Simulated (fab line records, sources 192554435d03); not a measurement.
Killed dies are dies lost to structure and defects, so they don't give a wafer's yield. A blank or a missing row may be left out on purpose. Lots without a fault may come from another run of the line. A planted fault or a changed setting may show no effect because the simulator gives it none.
A struck lot beside a sound one | flow n5_finfet | 15 steps out of a route of 1938
Sound: wafers L779.2, L779.3, L779.5. Struck: wafer L773.4. (L773.2, L773.3 of the same lot were not struck and are left out.) The cause comes at the end.
At each step with rows: each side's tool, then ch and its chambers, then its first start. Under that, the readings that differ: sound wafers | struck wafers | difference of the means | sigmas: that difference in standard deviations of wafers without a fault.
alike: readings whose means differ by less than 2 such deviations, and words and numbers that are the same on both sides. not compared: withheld readings, readings that some wafer has no value for, bounds like >300 that may hide the same value, and numbers for which the record gives no deviation and whose values overlap.
The two part at a step that has a row with sigmas, a row that says differs or no value, or rows on one side only. Numbers that don't overlap but have no deviation are shown without sigmas and don't part them. A reading that every wafer of one side lacks parts them only if that side has two wafers or more.

first, 4 steps without rows for these wafers: N5_BEOL_M9_SOFTBAKE_06 (time 60 s); N5_BEOL_M9_EXPOSE_08 (exposes mask M9); N5_BEOL_M9_PEB_09 (peb time 60 s); N5_BEOL_M9_DEVELOP_10 (develop time 30 s).
N5_BEOL_M9_CD_MEAS_11: target cd 64.1 nm.
  sound on cd_sem-03 ch 0, day 14 02:52; struck on cd_sem-03 ch 0, day 12 03:33
  alike: cd_nm
N5_BEOL_M9_OVL_MEAS_12:
  sound on overlay-01 ch 0, day 14 02:53; struck on overlay-01 ch 0, day 12 03:35
  alike: M9_OVL
N5_BEOL_M9_INSPECT_13: inspects for defects (brightfield).
  sound on defect_inspect-02, day 14 02:55; struck on defect_inspect-02, day 12 03:36
  alike: raw_defect_count
N5_BEOL_M9_DESCUM_16: chemistry O2, time 7.9 s.
  sound on rie_diel-03 ch 1,2, day 14 03:09; struck on rie_diel-05 ch 3, day 12 03:38
  reading                | sound             | struck | difference | sigmas
  throttle_valve_pct (%) | 20.37 20.30 20.30 | 20.88  | +0.56      | +3
  alike: drypump_motor_current_A, oes_product_au, rf_vpp_V, showerhead_plenum_p_Torr
  not compared: rf_hours_counter_h
N5_BEOL_M9_ETCH_61: etches SiARC in CF4, target depth 39 nm, time 65 s.
  sound on rie_diel-03 ch 1,2, day 14 03:11; struck on rie_diel-05 ch 3, day 12 03:40
  alike: bias_w, drypump_motor_current_A, etch_rf_on_time_s, mfc_ar_sccm, oes_product_au, rf_vpp_V, showerhead_plenum_p_Torr, throttle_valve_pct
  not compared: rf_hours_counter_h
N5_BEOL_M9_ETCH_62: etches SOC in N2/H2, target depth 110 nm, overetch 22 nm, time 165 s.
  sound on rie_diel-03 ch 1,2, day 14 03:14; struck on rie_diel-05 ch 3, day 12 03:43
  alike: bias_w, drypump_motor_current_A, oes_product_au, rf_vpp_V, showerhead_plenum_p_Torr, throttle_valve_pct
  not compared: rf_hours_counter_h
then, 1 step without rows for these wafers: N5_BEOL_M9_STRIP_68 (strips in N2/H2).
N5_BEOL_M9_STRIP_67: strips in CF4.
  sound on rie_diel-03 ch 1,2, day 14 03:23; struck on rie_diel-05 ch 3, day 12 03:52
  alike: drypump_motor_current_A, oes_product_au, rf_vpp_V, showerhead_plenum_p_Torr, throttle_valve_pct
  not compared: rf_hours_counter_h
N5_BEOL_M9_HM_OPEN_17: chemistry Cl2/BCl3, target TiN, target depth 20 nm, overetch 6 nm.
  sound on rie_metal-02 ch 0, day 14 03:25; struck on rie_metal-01 ch 0, day 12 03:55
  reading                                  | sound             | struck | difference | sigmas
  mfc_ar_sccm (sccm)                       | 25.19 25.12 25.16 | 24.93  | -0.23      | -3
  throttle_valve_pct (%)                   | 22.19 22.18 22.18 | 21.70  | -0.48      | -2
  model.SOC_of_BEOL_M9_COAT_59.thk_nm (nm) | 92.6 92.2 92.8    | 93.2   | +0.7       |
  alike: bias_w, drypump_motor_current_A, oes_ar_750_au, oes_product_au
  not compared: rf_hours_counter_h
N5_BEOL_M9_STRIP_19: strips in O2.
  sound on rie_diel-01 ch 2,3, day 14 03:36; struck on rie_diel-05 ch 2, day 12 04:01
  alike: drypump_motor_current_A, oes_product_au, rf_vpp_V, showerhead_plenum_p_Torr, throttle_valve_pct
  not compared: rf_hours_counter_h
N5_PASSIVATION_PROBE_49:
  the record has rows for the sound wafers here (prober-01, day 16 14:19) and none for the struck ones

WHERE THEY PART
First at N5_BEOL_M9_DESCUM_16; last, within this record, at N5_PASSIVATION_PROBE_49.

WHY: what the simulator had put in
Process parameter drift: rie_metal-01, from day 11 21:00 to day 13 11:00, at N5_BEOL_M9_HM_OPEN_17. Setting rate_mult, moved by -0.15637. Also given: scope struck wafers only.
